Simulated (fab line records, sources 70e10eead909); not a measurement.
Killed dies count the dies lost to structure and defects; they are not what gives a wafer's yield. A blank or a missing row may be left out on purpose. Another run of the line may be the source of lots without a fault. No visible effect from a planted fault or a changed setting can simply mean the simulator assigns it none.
fab line records / flow nand-harc / part 2 of 2: steps 30 to 35 of 35
[record] lots = 5 wafers = 15 last-day = 24
route steps=1159 shown A_WL_FILL@825 A_CONTACT@840
lots that met no fault: from a run of the same line without faults
start-h: hours from the record's opening day to when the first of the lot's shown wafers began / wait-h: hours from the lot's prior step to this one / " as in the row above / L1.1+2: one row covering several wafers at once / - no value present, or no start provided / * or withheld: withheld / < > ~ a bound
route shown NAME@n: NAME is a module with steps in the file, n the number in the route of the first one / usual: average and standard deviation across the fault-free wafers / same: alike in all rows / chamber/n: place in a boat / sites: per-site readings / _std_site: how widely they spread, as a standard deviation / _edge_site: outer sites' mean less inner sites' / radius-mm: for every site, how far away it sits from the centre of the wafer / mask NAME#n: copy n / behind: the most recent tool/chamber to have shaped the wafer / hold: reason for holding the lot/hours on hold/outcome of the hold / device: names the non-switching transistor (n, p or np) / end of line: the route-end tests of the same wafers / for a step that has no rows: nothing shown but its recipe / killed: dies lost to structure and defects at the first sort, not the wafer's yield / map: dies across one wafer; x = killed, . = not, _ = none there
set.NAME: the run value of the setting; set.NAME@STEP: its run value at that earlier step / model.NAME: the simulator's own value behind a step, which no gauge read
lots seen at some steps along the route; tables by step, rows by wafer
services: when a tool's chamber went out of use (start-h, in hours from the record's first day, below 0 if earlier), for how many hours, and the reason
[[steps]]
[step NHARC_A_CONTACT_ETCH_48]
[recipe] target-depth-a = 390 over-etch-frac = 0.3 time-s = 65 ion-energy-ev = 80 cf4-flow-sccm = 150 ar-flow-sccm = 0 rf-w = 300 bias-w = 100 chemistry = CF4
[usual] drypump-motor-current-A = 5.6/0.45 oes-product-au = 0.998/0.0093 rf-vpp-V = 150.9/0.9 showerhead-plenum-p-Torr = 1.74/0.056 throttle-valve-pct = 13.283/0.0091
[same] time-s = 65
lot.wafer=L085.2 tool=rie-diel-03 chamber=1 start-h=424.21 wait-h=0.1 drypump-motor-current-A=5.7 oes-product-au=0.998 rf-hours-counter-h=4 rf-vpp-V=150.2 showerhead-plenum-p-Torr=1.80 throttle-valve-pct=13.276
lot.wafer=L085.3 tool=rie-diel-03 chamber=2 start-h=424.21 wait-h=0.1 drypump-motor-current-A=5.3 oes-product-au=1.011 rf-hours-counter-h=3 rf-vpp-V=150.5 showerhead-plenum-p-Torr=1.67 throttle-valve-pct=13.288
lot.wafer=L085.4 tool=rie-diel-03 chamber=3 start-h=424.21 wait-h=0.1 drypump-motor-current-A=5.6 oes-product-au=0.999 rf-hours-counter-h=4 rf-vpp-V=149.6 showerhead-plenum-p-Torr=1.65 throttle-valve-pct=13.276
lot.wafer=L086.3 tool=rie-diel-03 chamber=2 start-h=441.41 wait-h=0.1 drypump-motor-current-A=5.3 oes-product-au=0.995 rf-hours-counter-h=7 rf-vpp-V=151.2 showerhead-plenum-p-Torr=1.67 throttle-valve-pct=13.267
lot.wafer=L086.5 tool=rie-diel-03 chamber=0 start-h=441.41 wait-h=0.1 drypump-motor-current-A=6.3 oes-product-au=0.983 rf-hours-counter-h=- rf-vpp-V=150.8 showerhead-plenum-p-Torr=1.70 throttle-valve-pct=13.285
lot.wafer=L086.6 tool=rie-diel-03 chamber=1 start-h=441.41 wait-h=0.1 drypump-motor-current-A=5.7 oes-product-au=0.989 rf-hours-counter-h=- rf-vpp-V=152.0 showerhead-plenum-p-Torr=1.79 throttle-valve-pct=13.283
lot.wafer=L090.1 tool=rie-diel-03 chamber=0 start-h=461.68 wait-h=0.1 drypump-motor-current-A=6.3 oes-product-au=0.995 rf-hours-counter-h=13 rf-vpp-V=150.2 showerhead-plenum-p-Torr=1.70 throttle-valve-pct=13.289
lot.wafer=L090.3 tool=rie-diel-03 chamber=1 start-h=461.68 wait-h=0.1 drypump-motor-current-A=5.7 oes-product-au=0.998 rf-hours-counter-h=13 rf-vpp-V=152.9 showerhead-plenum-p-Torr=1.79 throttle-valve-pct=13.292
lot.wafer=L090.5 tool=rie-diel-03 chamber=3 start-h=461.68 wait-h=0.1 drypump-motor-current-A=5.6 oes-product-au=1.008 rf-hours-counter-h=- rf-vpp-V=149.7 showerhead-plenum-p-Torr=1.65 throttle-valve-pct=13.285
lot.wafer=L094.1 tool=rie-diel-12 chamber=0 start-h=479.27 wait-h=0.1 drypump-motor-current-A=5.8 oes-product-au=0.989 rf-hours-counter-h=32 rf-vpp-V=150.4 showerhead-plenum-p-Torr=1.75 throttle-valve-pct=13.273
lot.wafer=L094.2 tool=rie-diel-12 chamber=2 start-h=479.27 wait-h=0.1 drypump-motor-current-A=5.4 oes-product-au=0.993 rf-hours-counter-h=32 rf-vpp-V=150.9 showerhead-plenum-p-Torr=1.75 throttle-valve-pct=13.262
lot.wafer=L094.5 tool=rie-diel-12 chamber=3 start-h=479.27 wait-h=0.1 drypump-motor-current-A=4.7 oes-product-au=1.000 rf-hours-counter-h=- rf-vpp-V=150.4 showerhead-plenum-p-Torr=1.70 throttle-valve-pct=13.282
lot.wafer=L097.4 tool=rie-diel-12 chamber=0 start-h=496.00 wait-h=0.1 drypump-motor-current-A=5.8 oes-product-au=1.001 rf-hours-counter-h=37 rf-vpp-V=150.3 showerhead-plenum-p-Torr=1.74 throttle-valve-pct=13.298
lot.wafer=L097.3 tool=rie-diel-12 chamber=1 start-h=496.00 wait-h=0.1 drypump-motor-current-A=6.0 oes-product-au=0.988 rf-hours-counter-h=40 rf-vpp-V=151.4 showerhead-plenum-p-Torr=1.81 throttle-valve-pct=13.296
lot.wafer=L097.5 tool=rie-diel-12 chamber=3 start-h=496.00 wait-h=0.1 drypump-motor-current-A=4.7 oes-product-au=1.006 rf-hours-counter-h=- rf-vpp-V=148.8 showerhead-plenum-p-Torr=1.70 throttle-valve-pct=13.283
[step NHARC_A_CONTACT_ETCH_49]
[recipe] target-depth-a = 2600 over-etch-frac = 0.3 time-s = 475.3 ion-energy-ev = 200 n2-flow-sccm = 150 h2-flow-sccm = 150 ar-flow-sccm = 0 rf-w = 400 bias-w = 150 chemistry = N2/H2
[usual] drypump-motor-current-A = 5.6/0.43 h2-flow-sccm = 149.9/0.45 oes-product-au = 0.998/0.0092 rf-vpp-V = 429.3/2.2 showerhead-plenum-p-Torr = 2.00/0.074 throttle-valve-pct = 14.171/0.0091
[same] time-s = 475.3
lot.wafer=L085.3 tool=rie-diel-03 chamber=0 start-h=- wait-h=- drypump-motor-current-A=6.3 h2-flow-sccm=148.9 oes-product-au=0.994 rf-hours-counter-h=4 rf-vpp-V=428.6 showerhead-plenum-p-Torr=1.96 throttle-valve-pct=14.179
lot.wafer=L085.4 tool=rie-diel-03 chamber=2 start-h=- wait-h=- drypump-motor-current-A=5.4 h2-flow-sccm=149.8 oes-product-au=1.014 rf-hours-counter-h=3 rf-vpp-V=426.4 showerhead-plenum-p-Torr=1.92 throttle-valve-pct=14.176
lot.wafer=L085.2 tool=rie-diel-03 chamber=3 start-h=- wait-h=- drypump-motor-current-A=5.6 h2-flow-sccm=149.9 oes-product-au=1.003 rf-hours-counter-h=4 rf-vpp-V=426.1 showerhead-plenum-p-Torr=1.89 throttle-valve-pct=14.176
lot.wafer=L086.3 tool=rie-diel-03 chamber=1 start-h=- wait-h=- drypump-motor-current-A=5.7 h2-flow-sccm=150.8 oes-product-au=0.991 rf-hours-counter-h=9 rf-vpp-V=430.8 showerhead-plenum-p-Torr=2.07 throttle-valve-pct=14.170
lot.wafer=L086.6 tool=rie-diel-03 chamber=2 start-h=- wait-h=- drypump-motor-current-A=5.3 h2-flow-sccm=149.3 oes-product-au=1.010 rf-hours-counter-h=- rf-vpp-V=427.1 showerhead-plenum-p-Torr=1.92 throttle-valve-pct=14.167
lot.wafer=L086.5 tool=rie-diel-03 chamber=3 start-h=- wait-h=- drypump-motor-current-A=5.6 h2-flow-sccm=149.7 oes-product-au=1.009 rf-hours-counter-h=- rf-vpp-V=426.0 showerhead-plenum-p-Torr=1.89 throttle-valve-pct=14.166
lot.wafer=L090.3 tool=rie-diel-03 chamber=1 start-h=- wait-h=- drypump-motor-current-A=5.7 h2-flow-sccm=148.9 oes-product-au=0.999 rf-hours-counter-h=13 rf-vpp-V=430.7 showerhead-plenum-p-Torr=2.07 throttle-valve-pct=14.184
lot.wafer=L090.1 tool=rie-diel-03 chamber=3 start-h=- wait-h=- drypump-motor-current-A=5.6 h2-flow-sccm=149.6 oes-product-au=1.001 rf-hours-counter-h=14 rf-vpp-V=425.9 showerhead-plenum-p-Torr=1.88 throttle-valve-pct=14.165
lot.wafer=L090.5 tool=rie-diel-03 chamber=0 start-h=- wait-h=- drypump-motor-current-A=6.3 h2-flow-sccm=150.1 oes-product-au=0.990 rf-hours-counter-h=- rf-vpp-V=428.8 showerhead-plenum-p-Torr=1.96 throttle-valve-pct=14.175
lot.wafer=L094.2 tool=rie-diel-12 chamber=2 start-h=- wait-h=- drypump-motor-current-A=5.4 h2-flow-sccm=150.2 oes-product-au=1.008 rf-hours-counter-h=32 rf-vpp-V=430.5 showerhead-plenum-p-Torr=2.02 throttle-valve-pct=14.180
lot.wafer=L094.1 tool=rie-diel-12 chamber=3 start-h=- wait-h=- drypump-motor-current-A=4.7 h2-flow-sccm=149.6 oes-product-au=1.002 rf-hours-counter-h=36 rf-vpp-V=429.5 showerhead-plenum-p-Torr=1.96 throttle-valve-pct=14.157
lot.wafer=L094.5 tool=rie-diel-12 chamber=3 start-h=- wait-h=- drypump-motor-current-A=4.7 h2-flow-sccm=149.8 oes-product-au=0.998 rf-hours-counter-h=- rf-vpp-V=427.9 showerhead-plenum-p-Torr=1.96 throttle-valve-pct=14.180
lot.wafer=L097.3 tool=rie-diel-12 chamber=2 start-h=- wait-h=- drypump-motor-current-A=5.4 h2-flow-sccm=150.6 oes-product-au=1.004 rf-hours-counter-h=38 rf-vpp-V=429.0 showerhead-plenum-p-Torr=2.01 throttle-valve-pct=14.167
lot.wafer=L097.4 tool=rie-diel-12 chamber=3 start-h=- wait-h=- drypump-motor-current-A=4.7 h2-flow-sccm=149.8 oes-product-au=0.996 rf-hours-counter-h=41 rf-vpp-V=428.7 showerhead-plenum-p-Torr=1.95 throttle-valve-pct=14.195
lot.wafer=L097.5 tool=rie-diel-12 chamber=3 start-h=- wait-h=- drypump-motor-current-A=4.7 h2-flow-sccm=150.1 oes-product-au=1.007 rf-hours-counter-h=- rf-vpp-V=428.1 showerhead-plenum-p-Torr=1.95 throttle-valve-pct=14.175
[step NHARC_A_CONTACT_ETCH_50]
[recipe] target-depth-a = 847 time-s = 42.4 cf4-flow-sccm = 100 chf3-flow-sccm = 30 ar-flow-sccm = 0 rf-w = 500 bias-w = 200 chemistry = CF4/CHF3
[usual] drypump-motor-current-A = 5.7/0.43 oes-product-au = 0.944/0.022 rf-vpp-V = 369.6/2.1 showerhead-plenum-p-Torr = 1.54/0.054 throttle-valve-pct = 16.801/0.0091
[same] time-s = 42.4
lot.wafer=L085.3 tool=rie-diel-03 chamber=1 start-h=- wait-h=- drypump-motor-current-A=5.7 oes-product-au=0.931 rf-hours-counter-h=4 rf-vpp-V=370.1 showerhead-plenum-p-Torr=1.60 throttle-valve-pct=16.797
lot.wafer=L085.2 tool=rie-diel-03 chamber=2 start-h=- wait-h=- drypump-motor-current-A=5.3 oes-product-au=0.959 rf-hours-counter-h=3 rf-vpp-V=367.8 showerhead-plenum-p-Torr=1.49 throttle-valve-pct=16.799
lot.wafer=L085.4 tool=rie-diel-03 chamber=3 start-h=- wait-h=- drypump-motor-current-A=5.6 oes-product-au=0.944 rf-hours-counter-h=4 rf-vpp-V=366.5 showerhead-plenum-p-Torr=1.47 throttle-valve-pct=16.817
lot.wafer=L086.3 tool=rie-diel-03 chamber=0 start-h=- wait-h=- drypump-motor-current-A=6.3 oes-product-au=0.951 rf-hours-counter-h=9 rf-vpp-V=369.8 showerhead-plenum-p-Torr=1.52 throttle-valve-pct=16.812
lot.wafer=L086.6 tool=rie-diel-03 chamber=2 start-h=- wait-h=- drypump-motor-current-A=5.3 oes-product-au=0.977 rf-hours-counter-h=- rf-vpp-V=366.2 showerhead-plenum-p-Torr=1.49 throttle-valve-pct=16.807
lot.wafer=L086.5 tool=rie-diel-03 chamber=3 start-h=- wait-h=- drypump-motor-current-A=5.5 oes-product-au=0.964 rf-hours-counter-h=- rf-vpp-V=367.0 showerhead-plenum-p-Torr=1.46 throttle-valve-pct=16.806
lot.wafer=L090.3 tool=rie-diel-03 chamber=2 start-h=- wait-h=- drypump-motor-current-A=5.3 oes-product-au=0.980 rf-hours-counter-h=13 rf-vpp-V=368.1 showerhead-plenum-p-Torr=1.48 throttle-valve-pct=16.803
lot.wafer=L090.1 tool=rie-diel-03 chamber=0 start-h=- wait-h=- drypump-motor-current-A=6.3 oes-product-au=0.959 rf-hours-counter-h=13 rf-vpp-V=368.9 showerhead-plenum-p-Torr=1.52 throttle-valve-pct=16.792
lot.wafer=L090.5 tool=rie-diel-03 chamber=3 start-h=- wait-h=- drypump-motor-current-A=5.6 oes-product-au=0.974 rf-hours-counter-h=- rf-vpp-V=367.8 showerhead-plenum-p-Torr=1.46 throttle-valve-pct=16.791
lot.wafer=L094.2 tool=rie-diel-12 chamber=1 start-h=- wait-h=- drypump-motor-current-A=6.0 oes-product-au=0.901 rf-hours-counter-h=35 rf-vpp-V=373.0 showerhead-plenum-p-Torr=1.61 throttle-valve-pct=16.797
lot.wafer=L094.1 tool=rie-diel-12 chamber=2 start-h=- wait-h=- drypump-motor-current-A=5.4 oes-product-au=0.928 rf-hours-counter-h=33 rf-vpp-V=370.1 showerhead-plenum-p-Torr=1.56 throttle-valve-pct=16.798
lot.wafer=L094.5 tool=rie-diel-12 chamber=2 start-h=- wait-h=- drypump-motor-current-A=5.4 oes-product-au=0.917 rf-hours-counter-h=- rf-vpp-V=369.3 showerhead-plenum-p-Torr=1.56 throttle-valve-pct=16.804
lot.wafer=L097.3 tool=rie-diel-12 chamber=1 start-h=- wait-h=- drypump-motor-current-A=6.0 oes-product-au=0.906 rf-hours-counter-h=40 rf-vpp-V=372.0 showerhead-plenum-p-Torr=1.61 throttle-valve-pct=16.804
lot.wafer=L097.4 tool=rie-diel-12 chamber=2 start-h=- wait-h=- drypump-motor-current-A=5.4 oes-product-au=0.958 rf-hours-counter-h=38 rf-vpp-V=369.0 showerhead-plenum-p-Torr=1.55 throttle-valve-pct=16.807
lot.wafer=L097.5 tool=rie-diel-12 chamber=3 start-h=- wait-h=- drypump-motor-current-A=4.7 oes-product-au=0.935 rf-hours-counter-h=- rf-vpp-V=368.5 showerhead-plenum-p-Torr=1.51 throttle-valve-pct=16.800
[step NHARC_A_CONTACT_ETCH_51]
[recipe] target-depth-a = 36000 over-etch-frac = 0.3 time-s = 936 ion-energy-ev = 150 o2-flow-sccm = 400 cos-flow-sccm = 20 ar-flow-sccm = 0 rf-w = 500 bias-w = 300 chemistry = O2/COS
[usual] cos-flow-sccm = 20.00/0.059 drypump-motor-current-A = 5.7/0.43 oes-product-au = 0.998/0.01 rf-vpp-V = 313.3/1.8 showerhead-plenum-p-Torr = 3.07/0.11 throttle-valve-pct = 28.330/0.0089
[same] time-s = 936
lot.wafer=L085.4 tool=rie-diel-03 chamber=2 start-h=- wait-h=- cos-flow-sccm=20.04 drypump-motor-current-A=5.4 oes-product-au=1.011 rf-hours-counter-h=3 rf-vpp-V=312.0 showerhead-plenum-p-Torr=2.95 throttle-valve-pct=28.329
lot.wafer=L085.3 tool=rie-diel-03 chamber=0 start-h=- wait-h=- cos-flow-sccm=20.10 drypump-motor-current-A=6.3 oes-product-au=0.987 rf-hours-counter-h=4 rf-vpp-V=311.0 showerhead-plenum-p-Torr=3.01 throttle-valve-pct=28.346
lot.wafer=L085.2 tool=rie-diel-03 chamber=1 start-h=- wait-h=- cos-flow-sccm=19.94 drypump-motor-current-A=5.7 oes-product-au=0.995 rf-hours-counter-h=4 rf-vpp-V=314.1 showerhead-plenum-p-Torr=3.17 throttle-valve-pct=28.325
lot.wafer=L086.3 tool=rie-diel-03 chamber=2 start-h=- wait-h=- cos-flow-sccm=20.02 drypump-motor-current-A=5.4 oes-product-au=1.000 rf-hours-counter-h=8 rf-vpp-V=311.4 showerhead-plenum-p-Torr=2.95 throttle-valve-pct=28.323
lot.wafer=L086.5 tool=rie-diel-03 chamber=3 start-h=- wait-h=- cos-flow-sccm=19.93 drypump-motor-current-A=5.6 oes-product-au=1.001 rf-hours-counter-h=- rf-vpp-V=311.8 showerhead-plenum-p-Torr=2.91 throttle-valve-pct=28.326
lot.wafer=L086.6 tool=rie-diel-03 chamber=0 start-h=- wait-h=- cos-flow-sccm=20.01 drypump-motor-current-A=6.3 oes-product-au=0.984 rf-hours-counter-h=- rf-vpp-V=311.1 showerhead-plenum-p-Torr=3.01 throttle-valve-pct=28.324
lot.wafer=L090.3 tool=rie-diel-03 chamber=1 start-h=- wait-h=- cos-flow-sccm=19.96 drypump-motor-current-A=5.7 oes-product-au=0.986 rf-hours-counter-h=13 rf-vpp-V=315.2 showerhead-plenum-p-Torr=3.17 throttle-valve-pct=28.327
lot.wafer=L090.1 tool=rie-diel-03 chamber=2 start-h=- wait-h=- cos-flow-sccm=20.08 drypump-motor-current-A=5.4 oes-product-au=1.002 rf-hours-counter-h=13 rf-vpp-V=311.1 showerhead-plenum-p-Torr=2.95 throttle-valve-pct=28.320
lot.wafer=L090.5 tool=rie-diel-03 chamber=2 start-h=- wait-h=- cos-flow-sccm=20.06 drypump-motor-current-A=5.4 oes-product-au=0.995 rf-hours-counter-h=- rf-vpp-V=310.9 showerhead-plenum-p-Torr=2.95 throttle-valve-pct=28.330
lot.wafer=L094.1 tool=rie-diel-12 chamber=3 start-h=- wait-h=- cos-flow-sccm=20.00 drypump-motor-current-A=4.7 oes-product-au=0.997 rf-hours-counter-h=38 rf-vpp-V=313.2 showerhead-plenum-p-Torr=3.00 throttle-valve-pct=28.345
lot.wafer=L094.2 tool=rie-diel-12 chamber=0 start-h=- wait-h=- cos-flow-sccm=19.97 drypump-motor-current-A=5.9 oes-product-au=1.004 rf-hours-counter-h=34 rf-vpp-V=312.9 showerhead-plenum-p-Torr=3.08 throttle-valve-pct=28.328
lot.wafer=L094.5 tool=rie-diel-12 chamber=1 start-h=- wait-h=- cos-flow-sccm=20.07 drypump-motor-current-A=6.0 oes-product-au=0.980 rf-hours-counter-h=- rf-vpp-V=315.9 showerhead-plenum-p-Torr=3.20 throttle-valve-pct=28.322
lot.wafer=L097.4 tool=rie-diel-12 chamber=0 start-h=- wait-h=- cos-flow-sccm=19.95 drypump-motor-current-A=5.8 oes-product-au=1.007 rf-hours-counter-h=38 rf-vpp-V=314.4 showerhead-plenum-p-Torr=3.08 throttle-valve-pct=28.350
lot.wafer=L097.3 tool=rie-diel-12 chamber=1 start-h=- wait-h=- cos-flow-sccm=20.01 drypump-motor-current-A=6.0 oes-product-au=0.988 rf-hours-counter-h=40 rf-vpp-V=315.6 showerhead-plenum-p-Torr=3.20 throttle-valve-pct=28.320
lot.wafer=L097.5 tool=rie-diel-12 chamber=3 start-h=- wait-h=- cos-flow-sccm=20.11 drypump-motor-current-A=4.7 oes-product-au=0.996 rf-hours-counter-h=- rf-vpp-V=313.2 showerhead-plenum-p-Torr=3.00 throttle-valve-pct=28.313
[step NHARC_A_CONTACT_ETCH_111]
[recipe] source-w = withheld pressure-mtorr = 20 bias-v = withheld time-s = 140 target-depth-a = 7000 ar-flow-sccm = withheld c4f8-flow-sccm = withheld o2-flow-sccm = withheld chemistry = C4F8/O2/Ar
[same] time-s = 140
lot.wafer=L085.2 tool=har-cap-etch-01 chamber=0 start-h=425.39 wait-h=- rf-hours-counter-h=68
lot.wafer=L085.3 tool=har-cap-etch-01 chamber=0 start-h=425.39 wait-h=- rf-hours-counter-h=-
lot.wafer=L085.4 tool=har-cap-etch-01 chamber=1 start-h=425.39 wait-h=- rf-hours-counter-h=-
lot.wafer=L086.3 tool=har-cap-etch-03 chamber=1 start-h=442.74 wait-h=- rf-hours-counter-h=-
lot.wafer=L086.6 tool=har-cap-etch-03 chamber=0 start-h=442.74 wait-h=- rf-hours-counter-h=-
lot.wafer=L086.5 tool=har-cap-etch-03 chamber=1 start-h=442.74 wait-h=- rf-hours-counter-h=-
lot.wafer=L090.1 tool=har-cap-etch-03 chamber=0 start-h=462.85 wait-h=- rf-hours-counter-h=97
lot.wafer=L090.3 tool=har-cap-etch-03 chamber=1 start-h=462.85 wait-h=- rf-hours-counter-h=-
lot.wafer=L090.5 tool=har-cap-etch-03 chamber=1 start-h=462.85 wait-h=- rf-hours-counter-h=-
lot.wafer=L094.2 tool=har-cap-etch-03 chamber=1 start-h=482.17 wait-h=- rf-hours-counter-h=102
lot.wafer=L094.1 tool=har-cap-etch-03 chamber=0 start-h=482.17 wait-h=- rf-hours-counter-h=102
lot.wafer=L094.5 tool=har-cap-etch-03 chamber=0 start-h=482.17 wait-h=- rf-hours-counter-h=-
lot.wafer=L097.3 tool=har-cap-etch-02 chamber=1 start-h=497.24 wait-h=- rf-hours-counter-h=-
lot.wafer=L097.4 tool=har-cap-etch-02 chamber=0 start-h=497.24 wait-h=- rf-hours-counter-h=-
lot.wafer=L097.5 tool=har-cap-etch-02 chamber=1 start-h=497.24 wait-h=- rf-hours-counter-h=-
[step NHARC_A_CONTACT_ETCH_112]
[recipe] source-w = withheld pressure-mtorr = 20 bias-v = 3000 time-s = 94 target-depth-a = 9220 ar-flow-sccm = withheld c4f8-flow-sccm = withheld o2-flow-sccm = withheld chemistry = C4F8/O2/Ar
[same] time-s = 94
lot.wafer=L085.2 tool=har-cap-etch-01 chamber=0 start-h=425.58 wait-h=0.2 rf-hours-counter-h=68
lot.wafer=L085.3 tool=har-cap-etch-01 chamber=0 start-h=425.58 wait-h=0.2 rf-hours-counter-h=-
lot.wafer=L085.4 tool=har-cap-etch-01 chamber=1 start-h=425.58 wait-h=0.2 rf-hours-counter-h=-
lot.wafer=L086.3 tool=har-cap-etch-03 chamber=1 start-h=442.88 wait-h=0.1 rf-hours-counter-h=-
lot.wafer=L086.6 tool=har-cap-etch-03 chamber=0 start-h=442.88 wait-h=0.1 rf-hours-counter-h=-
lot.wafer=L086.5 tool=har-cap-etch-03 chamber=1 start-h=442.88 wait-h=0.1 rf-hours-counter-h=-
lot.wafer=L090.1 tool=har-cap-etch-03 chamber=0 start-h=463.05 wait-h=0.2 rf-hours-counter-h=97
lot.wafer=L090.3 tool=har-cap-etch-03 chamber=1 start-h=463.05 wait-h=0.2 rf-hours-counter-h=-
lot.wafer=L090.5 tool=har-cap-etch-03 chamber=1 start-h=463.05 wait-h=0.2 rf-hours-counter-h=-
lot.wafer=L094.2 tool=har-cap-etch-03 chamber=1 start-h=482.37 wait-h=0.2 rf-hours-counter-h=102
lot.wafer=L094.1 tool=har-cap-etch-03 chamber=0 start-h=482.37 wait-h=0.2 rf-hours-counter-h=102
lot.wafer=L094.5 tool=har-cap-etch-03 chamber=0 start-h=482.37 wait-h=0.2 rf-hours-counter-h=-
lot.wafer=L097.3 tool=har-cap-etch-02 chamber=1 start-h=497.41 wait-h=0.1 rf-hours-counter-h=-
lot.wafer=L097.4 tool=har-cap-etch-02 chamber=0 start-h=497.41 wait-h=0.1 rf-hours-counter-h=-
lot.wafer=L097.5 tool=har-cap-etch-02 chamber=1 start-h=497.41 wait-h=0.1 rf-hours-counter-h=-
[[services]]
tool=wet-bench-07 chamber=- start-h=387.94 hours=1.6 kind=repair
tool=rie-metal-02 chamber=- start-h=388.00 hours=9.0 kind=pm
tool=rie-diel-03 chamber=- start-h=392.33 hours=9.0 kind=pm
tool=rie-metal-01 chamber=1 start-h=393.81 hours=8.0 kind=repair
tool=ald-metal-01 chamber=1 start-h=396.10 hours=6.4 kind=repair
tool=cmp-04 chamber=- start-h=399.17 hours=4.0 kind=pm
tool=rie-metal-01 chamber=- start-h=403.81 hours=1.5 kind=repair
tool=cmp-04 chamber=- start-h=411.07 hours=2.7 kind=repair
tool=rie-si-05 chamber=- start-h=416.00 hours=9.0 kind=pm
tool=pecvd-01 chamber=- start-h=418.19 hours=13.0 kind=pm
tool=rie-si-04 chamber=0 start-h=418.53 hours=3.5 kind=repair
tool=rie-diel-12 chamber=2 start-h=429.66 hours=12.4 kind=repair
tool=litho-track-01 chamber=- start-h=443.00 hours=7.0 kind=pm
tool=wet-bench-07 chamber=- start-h=448.00 hours=8.0 kind=pm
tool=pecvd-03 chamber=- start-h=450.68 hours=0.5 kind=repair
tool=rie-diel-03 chamber=- start-h=458.90 hours=0.2 kind=repair
tool=wet-bench-09 chamber=- start-h=464.84 hours=8.0 kind=pm
tool=arfi-scanner-01 chamber=- start-h=465.91 hours=0.5 kind=repair
tool=litho-track-06 chamber=- start-h=467.00 hours=7.0 kind=pm
tool=rie-diel-12 chamber=0 start-h=470.14 hours=6.4 kind=repair
tool=pecvd-03 chamber=- start-h=473.62 hours=13.0 kind=pm
tool=rie-diel-12 chamber=1 start-h=473.86 hours=5.9 kind=repair
tool=cvd-w-01 chamber=- start-h=475.77 hours=13.0 kind=pm
tool=litho-track-04 chamber=- start-h=491.00 hours=7.0 kind=pm
